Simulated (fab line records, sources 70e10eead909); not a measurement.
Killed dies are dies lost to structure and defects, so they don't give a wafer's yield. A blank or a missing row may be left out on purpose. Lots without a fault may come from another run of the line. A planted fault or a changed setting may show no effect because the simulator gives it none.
A struck lot beside a sound one -- flow nand harc -- 41 steps out of a route of 1302
Sound: these wafers, L372.1, L372.2, L372.6. Wafers L378.2, L378.3, L378.6 were the ones struck. At the end, the cause is stated.
For every step that has rows: the tool of each side, followed by ch and its chambers, followed by its first start. Under that, the readings that differ: sound wafers -- struck wafers -- difference of the means -- sigmas: that difference in standard deviations of wafers without a fault.
alike: readings whose means differ by less than 2 such deviations, and words and numbers that are the same on both sides. not compared: withheld readings, readings that some wafer has no value for, bounds like >300 that may hide the same value, and numbers for which the record gives no deviation and whose values overlap.
The two part at a step that has a row with sigmas, a row that says differs or no value, or rows on one side only. When numbers do not overlap yet have no deviation, they are printed without sigmas and do not part them. Lack of a reading on every wafer of one side parts them only where that side has two or more wafers.

first, 1 step without rows for these wafers: NHARC_P_STI_HARDBAKE_13 (time 65 s).
NHARC_P_STI_DESCUM_14: chemistry O2, time 3 s.
  sound on rie diel-08 ch 1,2,3, day 6 23:01; struck on rie diel-08 ch 1,3, day 9 12:37
  alike: drypump motor current A, oes product au, rf vpp V, showerhead plenum p Torr, throttle valve pct
  not compared: rf hours counter h
NHARC_P_STI_ETCH_42: etches the open film in N2/H2, target depth 80 nm, overetch 24 nm, time 61 s.
  sound on rie diel-08 ch 1,2,3, day 6 23:07; struck on rie diel-08 ch 1,2,3, day 9 12:43
  alike: drypump motor current A, oes product au, rf vpp V, showerhead plenum p Torr, throttle valve pct
  not compared: rf hours counter h
NHARC_P_STI_ETCH_31: etches the open film in CF4/CHF3, target depth 108.9 nm, time 54.5 s.
  sound on rie diel-08 ch 1,2,3; struck on rie diel-08 ch 0,2,3
  alike: drypump motor current A, oes product au, rf vpp V, showerhead plenum p Torr, throttle valve pct
  not compared: rf hours counter h
NHARC_P_STI_ETCH_15: etches the open film in HBr/Cl2, target depth 300 nm, time 100.1 s.
  sound on rie si-01 ch 0,2,3, day 6 23:19; struck on rie si-05 ch 1,2,3, day 9 12:55
  alike: drypump motor current A, oes product au, throttle valve pct
  not compared: rf hours counter h
NHARC_P_STI_CD_MEAS_16:
  sound on cd sem-03 at day 6 23:28; struck on cd sem-02 at day 9 13:03
  alike: cd nm
NHARC_P_STI_OCD_MEAS_17:
  sound on ocd-02 at day 6 23:34; struck on ocd-01 at day 9 13:08
  alike: trench depth nm, trench foot cd nm
then, 3 steps without rows for these wafers: NHARC_P_STI_STRIP_19 (strips in SPM, time 900 s); NHARC_P_STI_PRECLEAN_32 (cleans in SC1); NHARC_P_STI_SRD_23.
NHARC_P_STI_OCD_MEAS_43:
  sound on ocd-01 at day 7 00:04; struck on ocd-02 at day 9 13:39
  alike: trench depth nm, trench foot cd nm
then, 1 step without rows for these wafers: NHARC_P_STI_OXIDE_33 (material SiO2, target thk 10 nm, ox time 281 s).
NHARC_P_STI_HDPCVD_20: deposits SiO2.
  sound on hdpcvd-01 ch 0,1, day 7 06:08; struck on hdpcvd-01 ch 1, day 9 21:35
then, 1 step without rows for these wafers: NHARC_P_STI_ANNEAL_34 (time 1800 s).
NHARC_P_STI_CMP_21: polishes, t overpolish 20 s, target thk 380.67 nm.
  sound on cmp-02 ch 2,3, day 7 14:44; struck on cmp-02 ch 2,3, day 10 08:46
  alike: motor current A, overpolish run s
  not compared: pad life wafers
then, 19 steps without rows for these wafers: NHARC_P_STI_SRD_35; NHARC_P_STI_ETCH_36 (etches SiO2 in dHF, target depth 38.8 nm); NHARC_P_STI_STRIP_24 (strips Si3N4 in H3PO4); NHARC_P_STI_ETCH_37 (etches SiO2 in dHF, target depth 11 nm); NHARC_P_STI_PRECLEAN_38 (cleans in SC1); NHARC_P_STI_SRD_39; NHARC_P_STI_OXIDE_40 (material SiO2, target thk 10 nm, ox time 1362 s); NHARC_P_GATE_ETCH_69 (etches SiO2 in dHF, target depth 14 nm); NHARC_P_GATE_PRECLEAN_70 (cleans in SC1); NHARC_P_GATE_SRD_01; NHARC_P_GATE_OXIDE_02 (material SiO2, target thk 37.5 nm, ox time 365 s); NHARC_P_GATE_DEHYDRATE_03 (time 120 s); NHARC_P_GATE_HMDS_04 (time 30 s); NHARC_P_GATE_COAT_05; NHARC_P_GATE_SOFTBAKE_06 (time 95 s); NHARC_P_GATE_EBR_07; NHARC_P_GATE_EXPOSE_08 (exposes mask P HV); NHARC_P_GATE_PEB_09 (peb time 85 s); NHARC_P_GATE_DEVELOP_10 (time 70 s).
NHARC_P_GATE_CD_MEAS_11: the cd target is 1640 nm.
  sound on cd sem-01 ch 0, day 8 07:23; struck on cd sem-01 ch 0, day 11 01:07
reading,sound,struck,difference,sigmas
cd nm (nm),1641.2 1641.2 1641.5,1639.9 1638.8 1637.2,-2.7,-2
then, 5 steps without rows for these wafers: NHARC_P_GATE_HARDBAKE_12 (time 80 s); NHARC_P_GATE_DESCUM_13 (chemistry O2, time 3 s); NHARC_P_GATE_ETCH_14 (etches SiO2 in dHF, target depth 48.8 nm); NHARC_P_GATE_STRIP_15 (strips in SPM, time 780 s); NHARC_P_GATE_PRECLEAN_71 (cleans in SC1).
-- break in the record here, with 20 days between the starts of the struck wafers on either side (left off in module P_GATE, picked up again in module END, where the first step shown is number 1302 on the route) --
NHARC_END_SORT_01:
  sound on prober-01 ch 0, day 28 15:40; struck on prober-01 ch 0, day 30 23:26
reading,sound,struck,difference,sigmas
killed at other,0 0 0,2 2 4,+3,+3
killed at periphery,3 5 5,64 69 56,+59,+23
killed dies,37 59 67,117 143 125,+74,+5
  alike: killed at array, killed open, killed short

WHERE THEY PART
First at NHARC_P_GATE_CD_MEAS_11; last, within this record, at NHARC_END_SORT_01.

WHY: what the simulator had put in
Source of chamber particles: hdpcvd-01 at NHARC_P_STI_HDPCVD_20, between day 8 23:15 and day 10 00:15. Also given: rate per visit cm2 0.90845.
